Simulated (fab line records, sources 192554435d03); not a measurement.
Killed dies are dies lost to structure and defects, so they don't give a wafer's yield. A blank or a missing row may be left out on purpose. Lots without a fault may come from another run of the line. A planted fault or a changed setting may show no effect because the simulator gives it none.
Tool commonality check | flow n5_finfet | 10 lots, 30 wafers sampled

WHY IT WAS OPENED
At N5_FIN_SAQP_CD_MEAS_16 the reading cd_nm is flagged on 2 of 10 lots. Wafers without a fault read 35.6 nm, standard deviation 0.42.
Rule: a lot is flagged when every wafer of it that has a number lies more than 4 standard deviations from that mean, or none has a number. The other lots count as sound.

lot  | measured    | on        | cd_nm (nm), wafer by wafer | flag
L445 | day 1 21:07 | cd_sem-02 | 35.3 36.0 35.5             |
L446 | day 2 03:38 | cd_sem-02 | 35.9 34.5 35.4             |
L447 | day 2 09:50 | cd_sem-02 | 35.5 34.7 35.5             |
L449 | day 2 22:33 | cd_sem-02 | 35.7 35.5 34.5             |
L450 | day 3 03:16 | cd_sem-02 | 35.7 35.6 35.4             |
L452 | day 3 17:34 | cd_sem-03 | 35.8 35.0 35.4             |
L457 | day 4 21:43 | cd_sem-03 | 35.9 35.7 36.0             |
L462 | day 6 03:26 | cd_sem-01 | 35.9 35.8 35.9             |
L465 | day 7 01:58 | cd_sem-03 | 33.2 33.7 33.4             | FLAGGED
L466 | day 7 04:38 | cd_sem-02 | 32.9 32.9 33.6             | FLAGGED
The numbers of the flagged lots are 33.3 nm on average: -2.3 nm against the usual, or -6 standard deviations.

WHICH TOOL RAN EACH LOT
The record holds 2 process steps before the reading, out of a route of 1938 steps. In each cell: the tool, then ch and the chambers that the sampled wafers went through, then the start.
lot  | flag    | N5_PMOS_HMC_CHANNEL_EPI_CMP_21 | N5_FIN_SAQP_PEB_14
L445 |         | cmp-01 ch 2,3, day 1 19:08     | litho_track-01 ch 0, day 1 21:03
L446 |         | cmp-04 ch 0,2, day 2 01:26     | litho_track-01 ch 0, day 2 03:34
L447 |         | cmp-04 ch 0,1, day 2 07:37     | litho_track-03 ch 0, day 2 09:47
L449 |         | cmp-01 ch 2,3, day 2 20:22     | litho_track-03 ch 0, day 2 22:29
L450 |         | cmp-03 ch 0,1,2, day 3 01:11   | litho_track-03 ch 0, day 3 03:12
L452 |         | cmp-03 ch 0,2, day 3 15:28     | litho_track-03 ch 0, day 3 17:30
L457 |         | cmp-04 ch 1,2, day 4 19:26     | litho_track-01 ch 0, day 4 21:39
L462 |         | cmp-01 ch 0,1,2, day 6 01:19   | litho_track-02 ch 0, day 6 03:22
L465 | FLAGGED | cmp-01 ch 1,2,3, day 6 23:56   | litho_track-03 ch 0, day 7 01:55
L466 | FLAGGED | cmp-03 ch 0,2, day 7 01:39     | litho_track-03 ch 0, day 7 04:34
What these steps do:
- N5_PMOS_HMC_CHANNEL_EPI_CMP_21: polishes SiGe30, target thk 54 nm.
- N5_FIN_SAQP_PEB_14: peb time 60 s.
- N5_FIN_SAQP_CD_MEAS_16: target cd 35.6 nm.

FLAGGED OVER TOTAL, TOOL BY TOOL (the gauges that took the reading come last)
step                           | tool           | lots run | flagged | share of the flagged lots | sound lots run after its first flagged lot
N5_PMOS_HMC_CHANNEL_EPI_CMP_21 | cmp-01         | 4        | 1       | some                      | 0
N5_PMOS_HMC_CHANNEL_EPI_CMP_21 | cmp-03         | 3        | 1       | some                      | 0
N5_PMOS_HMC_CHANNEL_EPI_CMP_21 | cmp-04         | 3        | 0       | none                      | -
N5_FIN_SAQP_PEB_14             | litho_track-01 | 3        | 0       | none                      | -
N5_FIN_SAQP_PEB_14             | litho_track-02 | 1        | 0       | none                      | -
N5_FIN_SAQP_PEB_14             | litho_track-03 | 6        | 2       | all                       | 0
N5_FIN_SAQP_CD_MEAS_16         | cd_sem-01      | 1        | 0       | none                      | -
N5_FIN_SAQP_CD_MEAS_16         | cd_sem-02      | 6        | 1       | some                      | 0
N5_FIN_SAQP_CD_MEAS_16         | cd_sem-03      | 3        | 1       | some                      | 0

WHAT THE TABLE ALLOWS
1 row of the table ran every flagged lot: litho_track-03 at N5_FIN_SAQP_PEB_14.
- litho_track-03 at N5_FIN_SAQP_PEB_14: 2 of its 6 lots flagged. Its last sound lot is L452 (day 3 17:30), its first flagged lot L465 (day 7 01:55): a fault that began between those two fits.
One tool is left: litho_track-03 at N5_FIN_SAQP_PEB_14.

WHAT THE SIMULATOR HAD PUT IN
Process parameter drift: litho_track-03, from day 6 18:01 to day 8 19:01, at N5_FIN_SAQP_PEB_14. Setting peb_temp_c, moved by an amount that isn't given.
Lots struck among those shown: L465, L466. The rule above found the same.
